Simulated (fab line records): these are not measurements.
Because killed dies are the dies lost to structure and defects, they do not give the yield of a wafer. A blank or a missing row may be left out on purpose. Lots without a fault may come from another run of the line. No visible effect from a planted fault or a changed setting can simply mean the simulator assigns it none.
3 desks, one fault ; flow n5-finfet ; numbers are kept per desk, each desk with only its own; the story behind them comes last

== THE TOOL OWNER'S DESK: rie-diel-01 ==
The tool's own readings at N5_BEOL_M10_ETCH_41 (etches SiCN in CH3F/O2, target depth 42.6 nm, time 86 s): means of the sampled wafers that have a number, for each lot that ran on this tool. A lot is out of limits, marked OUT, if its mean lies more than 4 standard deviations from the usual mean; the brackets give that distance. Of its 8 readings 7 are shown: those that lie furthest out on some lot.
Columns: A = CH3F_flow_sccm at N5_BEOL_M10_ETCH_41, usual 30.01 sccm; B = chamber-pressure-mTorr at N5_BEOL_M10_ETCH_41, usual 30.001 mTorr; C = drypump-motor-current-A at N5_BEOL_M10_ETCH_41, usual 5.9 A; D = mfc-ar-sccm at N5_BEOL_M10_ETCH_41, usual 150.0 sccm; E = oes-product-au at N5_BEOL_M10_ETCH_41, usual 0.78 a.u.; F = rf-vpp-V at N5_BEOL_M10_ETCH_41, usual 296.7 V; G = throttle-valve-pct at N5_BEOL_M10_ETCH_41, usual 16.31 %
lot;first seen here;A;B;C;D;E;F;G
L696;day 11 07:14;29.97;29.999;6.0;150.5;0.71;297.3;16.40
L704;day 13 00:59;30.05;30.002;6.1;150.0;0.80;296.6;16.13
L703;day 13 01:29;30.11;29.962;6.0;150.4;0.76;296.9;16.02
L707;day 14 01:28;29.96;29.999;6.0;150.5;0.73;296.1;16.03
L709;day 14 16:27;30.02;30.006;6.1;150.5;0.79;295.0;15.98
Finding of this desk: none of the 5 lots has anything out of limits.

== THE DEFECT DESK ==
For each lot, the counts of the inspections along the route, averaged over the sampled wafers that have a number. A lot is out of limits, marked OUT, if its mean lies more than 4 standard deviations from the usual mean; the brackets give that distance.
Columns: A = raw-defect-count at N5_BEOL_M10_INSPECT_30, usual 373
lot;first seen here;A
L696;day 11 06:02;376
L704;day 13 00:35;434
L703;day 13 00:45;407
L707;day 14 01:04;400
L709;day 14 16:04;316
L713;day 15 05:04;321
L715;day 15 16:50;548
Finding of this desk: none of the 7 lots has anything out of limits.

== THE METROLOGY DESK ==
Means of the sampled wafers that have a number, per lot and without regard to the tool the lot ran on: this is what the gauges read. A lot is out of limits, marked OUT, if its mean lies more than 4 standard deviations from the usual mean; the brackets give that distance.
Columns: A = cd-nm at N5_BEOL_M10_CD_MEAS_28, usual 70.0 nm; B = V9_OVL at N5_BEOL_M10_OVL_MEAS_29, usual -0.6 nm
lot;first seen here;A;B
L696;day 11 05:58;71.5;-1.7
L704;day 13 00:32;70.0;-0.7
L703;day 13 00:42;69.8;-0.8
L707;day 14 01:01;69.9;-1.0
L709;day 14 16:01;70.1;0.9
L713;day 15 05:01;69.9;-0.9
L715;day 15 16:47;69.8;0.4
Finding of this desk: none of the 7 lots has anything out of limits.

== ALL TOGETHER ==
The tool owner's desk saw nothing out of limits.
No out-of-limits result turned up at the defect desk.
The metrology desk saw nothing out of limits.

== WHAT HAD BEEN PUT IN BY THE SIMULATOR ==
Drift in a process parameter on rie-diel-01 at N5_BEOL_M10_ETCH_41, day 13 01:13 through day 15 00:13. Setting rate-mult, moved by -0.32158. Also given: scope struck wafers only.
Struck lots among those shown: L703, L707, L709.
